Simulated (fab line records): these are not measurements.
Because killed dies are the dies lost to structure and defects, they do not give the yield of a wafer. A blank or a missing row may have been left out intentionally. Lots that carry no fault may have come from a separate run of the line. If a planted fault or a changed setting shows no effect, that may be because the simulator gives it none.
Which tool is to blame? :: flow n5 finfet :: 20 wafers from 7 lots sampled at 3 of the route's 1938 steps

## WHAT EACH GAUGE READ, for each wafer
N5_BEOL_M13_OCD_MEAS_35.
lot: L683
measured: day 12 17:13
on: ocd-01
trench depth nm (nm): 406 407 411

lot: L689
measured: day 13 16:46
on: ocd-01
trench depth nm (nm): - - -

lot: L695
measured: day 15 05:33
on: ocd-02
trench depth nm (nm): 406 406 410

lot: L698
measured: day 15 22:52
on: ocd-02
trench depth nm (nm): 430 414 416

lot: L697
measured: day 16 15:04
on: ocd-02
trench depth nm (nm): 405 425 417

lot: L700
measured: day 16 20:47
on: ocd-02
trench depth nm (nm): 408 420 409

lot: L703
measured: day 17 08:04
on: ocd-01
trench depth nm (nm): 418 411

## TOOL THAT RAN EACH LOT (tool first, then ch and the chambers of the sampled wafers, then the start)
lot: L683
N5_BEOL_M13_DEVELOP_27: litho track-01 ch 0, day 12 16:22
N5_BEOL_M13_ETCH_68: rie diel-03 ch 0,2, day 12 16:49

lot: L689
N5_BEOL_M13_DEVELOP_27: litho track-02, day 13 15:59
N5_BEOL_M13_ETCH_68: rie diel-06 ch 1,2,3, day 13 16:22

lot: L695
N5_BEOL_M13_DEVELOP_27: litho track-02 ch 0, day 15 04:46
N5_BEOL_M13_ETCH_68: rie diel-04 ch 0,3, day 15 05:09

lot: L698
N5_BEOL_M13_DEVELOP_27: litho track-01 ch 0, day 15 22:01
N5_BEOL_M13_ETCH_68: rie diel-06 ch 1,2,3, day 15 22:28

lot: L697
N5_BEOL_M13_DEVELOP_27: litho track-03 ch 0, day 16 14:16
N5_BEOL_M13_ETCH_68: rie diel-06 ch 0,2,3, day 16 14:40

lot: L700
N5_BEOL_M13_DEVELOP_27: litho track-01 ch 0, day 16 20:01
N5_BEOL_M13_ETCH_68: rie diel-04 ch 0,2,3, day 16 20:23

lot: L703
N5_BEOL_M13_DEVELOP_27: litho track-01 ch 0, day 17 07:06
N5_BEOL_M13_ETCH_68: rie diel-04 ch 1,3, day 17 07:40
- N5_BEOL_M13_DEVELOP_27: develop time 45 s.
- N5_BEOL_M13_ETCH_68: etches SOC in N2/H2, time 355 s.

## THE ANSWER, worked out from the rows above alone
Rule: usual is defined by the lots themselves. Put in order of their means at a reading, lots are off if they are a third of the lots or fewer, leave a main group of 4 or more, and stand apart from it by a gap of 3 or more times the standard deviation of the main group's means; of several such gaps the widest counts. Not used: any main group whose means are identical at the precision the tables above print for the reading. A lot without any number at a reading at which 4 lots or more have one is off too. All remaining lots with rows at the step are treated as sound.
Off: L689 (N5_BEOL_M13_OCD_MEAS_35, trench depth nm). Without a number there: L689. The main group: mean 413 nm, standard deviation 4.4.
A tool fits if, at a process step before that reading, it ran every lot that is off, and no sound lot after the first of them. The gauges at N5_BEOL_M13_OCD_MEAS_35 are tried like those tools. Of those tried, none fits.

## WHAT THE SIMULATOR HAD INSERTED
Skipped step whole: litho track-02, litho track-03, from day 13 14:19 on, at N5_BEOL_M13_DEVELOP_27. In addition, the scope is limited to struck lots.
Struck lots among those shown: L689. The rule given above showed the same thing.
